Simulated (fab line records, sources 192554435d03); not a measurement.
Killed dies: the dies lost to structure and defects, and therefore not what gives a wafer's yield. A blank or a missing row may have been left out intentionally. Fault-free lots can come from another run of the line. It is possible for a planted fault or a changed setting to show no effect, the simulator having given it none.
Split-lot experiment || flow n5_finfet || 39 wafers read across 7 lots, on a route 1938 steps long

## ABOUT THE SPLIT
At N5_PASSIVATION_ETCH_15 (etches SiCN in CF4/N2, target depth 75 nm, time 81.2 s), the setting target_depth_a was moved away from the recipe's 750 angstrom on 15 of the 39 wafers read, by -46.0% to +54.8%. All remaining wafers had this setting at the recipe value.

The split's own step is where the reading is taken.

## THE READING
etch.depth_nm (the simulator's own value, which no gauge read), in nm, at N5_PASSIVATION_ETCH_15 (etches SiCN in CF4/N2, target depth 75 nm, time 81.2 s). No usual value for it is given in the file. The 24 wafers here that ran the recipe average 65.12 nm, standard deviation 1 nm.

{"wafer": "L078.1", "tool, chamber at the split": "rie_diel-02, 2", "target_depth_a as run, angstrom": 569.5, "against the recipe": "-24.1%", "etch.depth_nm, nm": 47.73, "against lot-mates on the recipe": -16.48}
{"wafer": "L078.2", "tool, chamber at the split": "rie_diel-02, 0", "target_depth_a as run, angstrom": 569.5, "against the recipe": "-24.1%", "etch.depth_nm, nm": 48.53, "against lot-mates on the recipe": -15.68}
{"wafer": "L078.3", "tool, chamber at the split": "rie_diel-02, 3", "target_depth_a as run, angstrom": 750, "against the recipe": "recipe", "etch.depth_nm, nm": 64.33, "against lot-mates on the recipe": "-"}
{"wafer": "L078.4", "tool, chamber at the split": "rie_diel-02, 1", "target_depth_a as run, angstrom": 750, "against the recipe": "recipe", "etch.depth_nm, nm": 63.87, "against lot-mates on the recipe": "-"}
{"wafer": "L078.5", "tool, chamber at the split": "rie_diel-02, 0", "target_depth_a as run, angstrom": 569.5, "against the recipe": "-24.1%", "etch.depth_nm, nm": 48.87, "against lot-mates on the recipe": -15.34}
{"wafer": "L078.6", "tool, chamber at the split": "rie_diel-02, 3", "target_depth_a as run, angstrom": 750, "against the recipe": "recipe", "etch.depth_nm, nm": 64.43, "against lot-mates on the recipe": "-"}
{"wafer": "L080.1", "tool, chamber at the split": "rie_diel-01, 0", "target_depth_a as run, angstrom": 750, "against the recipe": "recipe", "etch.depth_nm, nm": 65.24, "against lot-mates on the recipe": "-"}
{"wafer": "L080.2", "tool, chamber at the split": "rie_diel-01, 2", "target_depth_a as run, angstrom": 989.3, "against the recipe": "+31.9%", "etch.depth_nm, nm": 84.03, "against lot-mates on the recipe": "+18.79"}
{"wafer": "L080.3", "tool, chamber at the split": "rie_diel-01, 1", "target_depth_a as run, angstrom": 989.3, "against the recipe": "+31.9%", "etch.depth_nm, nm": 84.34, "against lot-mates on the recipe": "+19.10"}
{"wafer": "L080.4", "tool, chamber at the split": "rie_diel-01, 3", "target_depth_a as run, angstrom": 750, "against the recipe": "recipe", "etch.depth_nm, nm": 66.6, "against lot-mates on the recipe": "-"}
{"wafer": "L080.5", "tool, chamber at the split": "rie_diel-01, 3", "target_depth_a as run, angstrom": 989.3, "against the recipe": "+31.9%", "etch.depth_nm, nm": 87.31, "against lot-mates on the recipe": "+22.07"}
{"wafer": "L080.6", "tool, chamber at the split": "rie_diel-01, 2", "target_depth_a as run, angstrom": 750, "against the recipe": "recipe", "etch.depth_nm, nm": 63.89, "against lot-mates on the recipe": "-"}
{"wafer": "L082.1", "tool, chamber at the split": "rie_diel-01, 1", "target_depth_a as run, angstrom": 750, "against the recipe": "recipe", "etch.depth_nm, nm": 63.97, "against lot-mates on the recipe": "-"}
{"wafer": "L082.2", "tool, chamber at the split": "rie_diel-01, 0", "target_depth_a as run, angstrom": 750, "against the recipe": "recipe", "etch.depth_nm, nm": 66, "against lot-mates on the recipe": "-"}
{"wafer": "L082.3", "tool, chamber at the split": "rie_diel-01, 2", "target_depth_a as run, angstrom": 750, "against the recipe": "recipe", "etch.depth_nm, nm": 63.77, "against lot-mates on the recipe": "-"}
{"wafer": "L082.4", "tool, chamber at the split": "rie_diel-01, 3", "target_depth_a as run, angstrom": 750, "against the recipe": "recipe", "etch.depth_nm, nm": 66.31, "against lot-mates on the recipe": "-"}
{"wafer": "L082.5", "tool, chamber at the split": "rie_diel-01, 3", "target_depth_a as run, angstrom": 750, "against the recipe": "recipe", "etch.depth_nm, nm": 66.16, "against lot-mates on the recipe": "-"}
{"wafer": "L082.6", "tool, chamber at the split": "rie_diel-01, 0", "target_depth_a as run, angstrom": 750, "against the recipe": "recipe", "etch.depth_nm, nm": 64.93, "against lot-mates on the recipe": "-"}
{"wafer": "L086.1", "tool, chamber at the split": "rie_diel-06, 2", "target_depth_a as run, angstrom": 433.7, "against the recipe": "-42.2%", "etch.depth_nm, nm": 37.03, "against lot-mates on the recipe": -27.32}
{"wafer": "L086.2", "tool, chamber at the split": "rie_diel-06, 0", "target_depth_a as run, angstrom": 433.7, "against the recipe": "-42.2%", "etch.depth_nm, nm": 36.15, "against lot-mates on the recipe": -28.20}
{"wafer": "L086.3", "tool, chamber at the split": "rie_diel-06, 1", "target_depth_a as run, angstrom": 750, "against the recipe": "recipe", "etch.depth_nm, nm": 64.09, "against lot-mates on the recipe": "-"}
{"wafer": "L086.4", "tool, chamber at the split": "rie_diel-06, 3", "target_depth_a as run, angstrom": 750, "against the recipe": "recipe", "etch.depth_nm, nm": 64.41, "against lot-mates on the recipe": "-"}
{"wafer": "L086.5", "tool, chamber at the split": "rie_diel-06, 0", "target_depth_a as run, angstrom": 433.7, "against the recipe": "-42.2%", "etch.depth_nm, nm": 36.13, "against lot-mates on the recipe": -28.22}
{"wafer": "L086.6", "tool, chamber at the split": "rie_diel-06, 3", "target_depth_a as run, angstrom": 750, "against the recipe": "recipe", "etch.depth_nm, nm": 64.56, "against lot-mates on the recipe": "-"}
{"wafer": "L089.2", "tool, chamber at the split": "rie_diel-02, 3", "target_depth_a as run, angstrom": 750, "against the recipe": "recipe", "etch.depth_nm, nm": 65.16, "against lot-mates on the recipe": "-"}
{"wafer": "L089.3", "tool, chamber at the split": "rie_diel-02, 1", "target_depth_a as run, angstrom": 750, "against the recipe": "recipe", "etch.depth_nm, nm": 64.48, "against lot-mates on the recipe": "-"}
{"wafer": "L089.6", "tool, chamber at the split": "rie_diel-02, 0", "target_depth_a as run, angstrom": 750, "against the recipe": "recipe", "etch.depth_nm, nm": 65.46, "against lot-mates on the recipe": "-"}
{"wafer": "L085.1", "tool, chamber at the split": "rie_diel-01, 2", "target_depth_a as run, angstrom": 1161, "against the recipe": "+54.8%", "etch.depth_nm, nm": 98.97, "against lot-mates on the recipe": "+33.57"}
{"wafer": "L085.2", "tool, chamber at the split": "rie_diel-01, 3", "target_depth_a as run, angstrom": 750, "against the recipe": "recipe", "etch.depth_nm, nm": 66.29, "against lot-mates on the recipe": "-"}
{"wafer": "L085.3", "tool, chamber at the split": "rie_diel-01, 1", "target_depth_a as run, angstrom": 1161, "against the recipe": "+54.8%", "etch.depth_nm, nm": 98.94, "against lot-mates on the recipe": "+33.54"}
{"wafer": "L085.4", "tool, chamber at the split": "rie_diel-01, 0", "target_depth_a as run, angstrom": 1161, "against the recipe": "+54.8%", "etch.depth_nm, nm": 101.5, "against lot-mates on the recipe": "+36.10"}
{"wafer": "L085.5", "tool, chamber at the split": "rie_diel-01, 2", "target_depth_a as run, angstrom": 750, "against the recipe": "recipe", "etch.depth_nm, nm": 63.54, "against lot-mates on the recipe": "-"}
{"wafer": "L085.6", "tool, chamber at the split": "rie_diel-01, 3", "target_depth_a as run, angstrom": 750, "against the recipe": "recipe", "etch.depth_nm, nm": 66.37, "against lot-mates on the recipe": "-"}
{"wafer": "L092.1", "tool, chamber at the split": "rie_diel-01, 3", "target_depth_a as run, angstrom": 750, "against the recipe": "recipe", "etch.depth_nm, nm": 66.69, "against lot-mates on the recipe": "-"}
{"wafer": "L092.2", "tool, chamber at the split": "rie_diel-01, 2", "target_depth_a as run, angstrom": 404.8, "against the recipe": "-46.0%", "etch.depth_nm, nm": 34.45, "against lot-mates on the recipe": -31.91}
{"wafer": "L092.3", "tool, chamber at the split": "rie_diel-01, 0", "target_depth_a as run, angstrom": 404.8, "against the recipe": "-46.0%", "etch.depth_nm, nm": 35.6, "against lot-mates on the recipe": -30.76}
{"wafer": "L092.4", "tool, chamber at the split": "rie_diel-01, 3", "target_depth_a as run, angstrom": 750, "against the recipe": "recipe", "etch.depth_nm, nm": 66.39, "against lot-mates on the recipe": "-"}
{"wafer": "L092.5", "tool, chamber at the split": "rie_diel-01, 0", "target_depth_a as run, angstrom": 750, "against the recipe": "recipe", "etch.depth_nm, nm": 65.99, "against lot-mates on the recipe": "-"}
{"wafer": "L092.6", "tool, chamber at the split": "rie_diel-01, 2", "target_depth_a as run, angstrom": 404.8, "against the recipe": "-46.0%", "etch.depth_nm, nm": 34.59, "against lot-mates on the recipe": -31.77}

FIT RESULTS
A straight line over all 39 wafers: etch.depth_nm changes by +0.652 nm for each +1% of target_depth_a; r = +1.00; the points scatter about the line by 1.1 nm.
The same after taking each lot's own level away (the mean of its wafers on the recipe; 39 wafers): +0.65 nm for each +1%; r = +1.00; scatter 1 nm.
According to that fit, moving target_depth_a by its largest amount changes the reading by 36 nm.
Across the lots, their own levels run from 64.210 to 66.357 nm, a range of 2.1 times the standard deviation given above.
Consequently the slope shifts little with the lot-to-lot level, the two slopes agreeing.
Check: +35.6 nm against its lot-mates is what the line predicts for one of the wafers moved furthest among these (+54.8%) when that wafer is left out of the fit. Against them it came out at +33.6 nm.

## FURTHER SPLITS ON THESE WAFERS
Other splits were also applied to these wafers ahead of the reading. Each is held against what the fit with the lots' levels taken away leaves over:
{"other split on the same wafers": "N5_MIM_TOP_LITHO_DEVELOP_07 develop_time_s", "wafers away from the commonest value": 12, "r with etch.depth_nm (lot level and that fit taken away)": "+0.22"}

## THE FILE'S OWN FIT
etch.depth_nm changes by +0.651 nm for each +1% of target_depth_a, r = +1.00.
